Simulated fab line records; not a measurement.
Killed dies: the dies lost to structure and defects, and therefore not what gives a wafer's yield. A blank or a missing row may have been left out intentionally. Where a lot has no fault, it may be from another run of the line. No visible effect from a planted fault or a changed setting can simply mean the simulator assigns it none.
What tool caused it? ; flow n5 finfet ; Sampling: 11 lots, 30 wafers, 5 of 1938 route steps

== WHAT EACH GAUGE READ, for each wafer ==
N5_BEOL_M0_SAQP_OVL_MEAS_15. Usual: M0_CORE_OVL gives -0.5 nm (standard deviation 0.69).
lot;measured;on;M0_CORE_OVL (nm);flag
L396;day 5 19:56;overlay-02;-1.2 0.4 -1.9;
L397;day 6 04:22;overlay-01;-1.2 -1.1 0.0;
L399;day 6 14:57;overlay-02;0.2 -0.4 -1.1;
L402;day 7 04:59;overlay-02;-0.6 0.2 0.7;
L408;day 8 20:54;overlay-01;-1.3 -1.6 -1.7;
L411;day 9 17:09;overlay-01;-1.1 -0.6;
L412;day 9 20:26;overlay-01;0.3 -0.4;
L413;day 9 23:22;overlay-02;-0.6 -0.5;
L414;day 10 07:34;overlay-02;-0.4 -1.1 -0.7;
L416;day 10 18:36;overlay-02;0.5 -0.9 -1.0;
L417;day 11 02:40;overlay-02;0.7 0.1 0.6;

N5_BEOL_M0_SAQP_INSPECT_16: inspects for defects (brightfield). Usual: raw defect count reads 555 (standard deviation 140).
lot;measured;on;raw defect count;flag
L396;day 5 19:58;defect inspect-01;629 716 552;
L397;day 6 04:23;defect inspect-01;590 507 507;
L399;day 6 14:58;defect inspect-02;538 407 455;
L402;day 7 05:01;defect inspect-02;391 430 398;
L408;day 8 20:55;defect inspect-02;659 466 326;
L411;day 9 17:11;defect inspect-01;609 370;
L412;day 9 20:27;defect inspect-01;993 740;
L413;day 9 23:23;defect inspect-02;681 820;
L414;day 10 07:35;defect inspect-02;573 814 607;
L416;day 10 18:38;defect inspect-02;390 541 428;
L417;day 11 02:41;defect inspect-02;537 735 585;

N5_BEOL_M4_RC_MEAS_101. Usual: DIBL_N 36.6 mV/V, standard deviation 2.1; DIBL_P 36.3 mV/V, standard deviation 2.2; IOFF_N 0.16 nA/um, standard deviation 0.036; IOFF_P 0.21 nA/um, standard deviation 0.038; ION_N 671 uA/um, standard deviation 12; ION_P 460 uA/um, standard deviation 7.5; SS_N 71.8 mV/dec, standard deviation 0.72; SS_P 73.3 mV/dec, standard deviation 0.72; VT_N 250 mV, standard deviation 3.2; VT_P -250 mV, standard deviation 3.5.
lot;measured;on;DIBL_N (mV/V);DIBL_P (mV/V);IOFF_N (nA/um);IOFF_P (nA/um);ION_N (uA/um);ION_P (uA/um);SS_N (mV/dec);SS_P (mV/dec);VT_N (mV);VT_P (mV);flag
L396;day 8 03:50;prober-01;39.8 37.9 39.4;37.1 35.5 36.5;0.20 0.17 0.19;0.26 0.24 0.25;678 679 666;469 473 460;72.1 71.9 72.7;73.7 73.5 73.9;249 247 247;-245 -246 -246;
L397;day 8 11:43;prober-02;35.4 36.8 38.4;36.4 37.3 40.0;0.17 0.20 0.23;0.22 0.23 0.28;661 678 680;459 460 461;72.0 72.4 72.7;74.1 74.3 74.9;250 245 243;-251 -250 -248;
L399;day 8 17:33;prober-01;39.1 34.7 33.8;39.6 33.7 33.0;0.20 0.13 0.11;0.25 0.17 0.15;683 654 656;458 451 454;72.3 71.3 70.9;74.0 72.3 72.3;249 252 252;-247 -252 -255;
L402;day 9 20:33;prober-02;38.0 39.1 40.2;36.7 37.5 38.5;0.17 0.18 0.21;0.23 0.24 0.26;659 674 673;459 465 461;72.0 72.2 72.8;73.5 73.8 73.4;249 248 245;-247 -248 -247;
L408;day 11 02:44;prober-01;40.5 42.0 40.0;39.9 42.1 37.6;0.23 0.27 0.20;0.26 0.30 0.21;696 694 666;469 470 452;72.1 73.8 73.2;74.7 74.8 73.8;244 246 249;-249 -244 -251;
L411;day 12 03:55;prober-01;34.9 40.3;32.9 40.3;0.12 0.23;0.14 0.26;655 696;446 465;71.3 72.1;72.5 75.3;257 245;-259 -249;
L412;day 12 08:22;prober-02;32.8 33.8;32.3 34.7;0.12 0.15;0.17 0.21;668 684;464 470;70.8 71.4;73.3 73.4;254 248;-250 -248;
L413;day 12 11:01;prober-02;34.1 36.6;35.0 37.4;0.13 0.18;0.18 0.21;680 669;464 456;71.4 72.4;72.3 73.0;249 249;-251 -252;
L414;day 12 15:39;prober-01;37.1 36.6 35.7;38.6 35.5 35.3;0.14 0.13 0.12;0.21 0.16 0.16;657 653 648;457 443 447;71.7 71.6 71.1;74.2 73.5 72.5;252 254 255;-251 -257 -254;
L416;day 13 02:57;prober-01;37.2 33.6 34.7;35.3 32.8 33.9;0.16 0.12 0.14;0.24 0.21 0.21;658 666 667;456 468 469;72.2 70.6 70.3;73.5 72.2 72.7;251 255 247;-246 -249 -246;
L417;day 13 11:47;prober-01;36.2 36.7 34.0;34.9 35.4 31.1;0.14 0.14 0.10;0.17 0.19 0.13;672 673 659;461 463 451;71.9 71.5 70.7;72.5 73.0 71.5;251 250 254;-255 -253 -258;

== WHAT TOOL EACH LOT RAN ON (gives the tool, then ch and the chambers of the sampled wafers, and finally the start) ==
lot;N5_BEOL_M0_SAQP_COAT_105;N5_BEOL_M0_SAQP_SPACER2_ALD_26
L396;litho track-01 ch 0, day 5 22:12;ald sin-01 ch 0,2,3, day 5 22:51
L397;litho track-01 ch 0, day 6 06:44;ald sin-01 ch 1,2, day 6 07:14
L399;litho track-01 ch 0, day 6 17:26;ald sin-01 ch 0,2,3, day 6 17:49
L402;litho track-01 ch 0, day 7 07:24;ald sin-02 ch 2,3, day 7 07:46
L408;litho track-05 ch 0, day 9 00:07;ald sin-03 ch 1,3, day 9 00:44
L411;litho track-01 ch 0, day 9 19:38;ald sin-03 ch 0,1, day 9 20:15
L412;litho track-05 ch 0, day 9 23:07;ald sin-02 ch 1,2, day 10 00:54
L413;litho track-05 ch 0, day 10 02:35;ald sin-01 ch 0,1, day 10 02:57
L414;litho track-01 ch 0, day 10 10:52;ald sin-01 ch 0,2,3, day 10 11:14
L416;litho track-01 ch 0, day 10 20:54;ald sin-01 ch 1,2,3, day 10 21:16
L417;litho track-05 ch 0, day 11 05:11;ald sin-03 ch 1,2,3, day 11 05:40
- N5_BEOL_M0_SAQP_COAT_105: time 60 s, resist thk 100 nm.
- N5_BEOL_M0_SAQP_SPACER2_ALD_26: deposits SiO2, target thk 15 nm, pulse time 1 s, purge time 2 s.

== WHAT THE TOOLS THEMSELVES READ (means of the sampled wafers that have a number; where no wafer has one, the mark that the record gives instead) ==
N5_BEOL_M0_SAQP_COAT_105. Usual: spin speed rpm reads 1499.9 rpm (standard deviation 1).
lot;tool;spin speed rpm (rpm);flag
L396;litho track-01;1499.6;
L397;litho track-01;1499.6;
L399;litho track-01;1558.8;OFF
L402;litho track-01;1558.2;OFF
L408;litho track-05;1500.5;
L411;litho track-01;1500.2;
L412;litho track-05;1501.0;
L413;litho track-05;1499.8;
L414;litho track-01;1499.1;
L416;litho track-01;1500.2;
L417;litho track-05;1500.0;

N5_BEOL_M0_SAQP_SPACER2_ALD_26. Usual: chamber pressure Torr 2.000 Torr, standard deviation 0.0047; heater power w 446 W, standard deviation 55; precursor pulse height rel 0.999, standard deviation 0.018; susceptor temp C 299.95 C, standard deviation 0.2.
lot;tool;chamber pressure Torr (Torr);heater power w (W);precursor pulse height rel;susceptor temp C (C);flag
L396;ald sin-01;1.999;455;1.004;299.96;
L397;ald sin-01;1.996;505;1.015;300.01;
L399;ald sin-01;1.998;458;1.007;299.81;
L402;ald sin-02;2.003;419;0.994;299.92;
L408;ald sin-03;2.006;456;1.016;299.97;
L411;ald sin-03;2.002;450;0.993;299.88;
L412;ald sin-02;1.999;402;0.984;299.98;
L413;ald sin-01;2.002;394;1.013;300.04;
L414;ald sin-01;1.997;458;1.001;299.93;
L416;ald sin-01;1.999;453;1.017;299.91;
L417;ald sin-03;2.001;466;0.994;299.89;

== THE ANSWER, worked out from the rows above alone ==
Rule: lot off if the mean of its wafers having a number is beyond 3 standard deviations from the usual mean. Also off: a lot with no number at a reading for which 4 or more lots have one. All remaining lots with rows at the step are treated as sound. Order of review: gauges by route order, followed by the tools' own readings, for which a lot's mean as printed above is used. The first step at which some lot is off is used, and at that step the reading that is off furthest; a lot without a number counts as furthest.
Off: L399, L402, at N5_BEOL_M0_SAQP_COAT_105 (spin speed rpm).
A tool fits if, at that step or a process step before it, it ran every lot that is off, and no sound lot after the first of them. No candidate that was tried fits.

== WHAT THE SIMULATOR HAD INSERTED ==
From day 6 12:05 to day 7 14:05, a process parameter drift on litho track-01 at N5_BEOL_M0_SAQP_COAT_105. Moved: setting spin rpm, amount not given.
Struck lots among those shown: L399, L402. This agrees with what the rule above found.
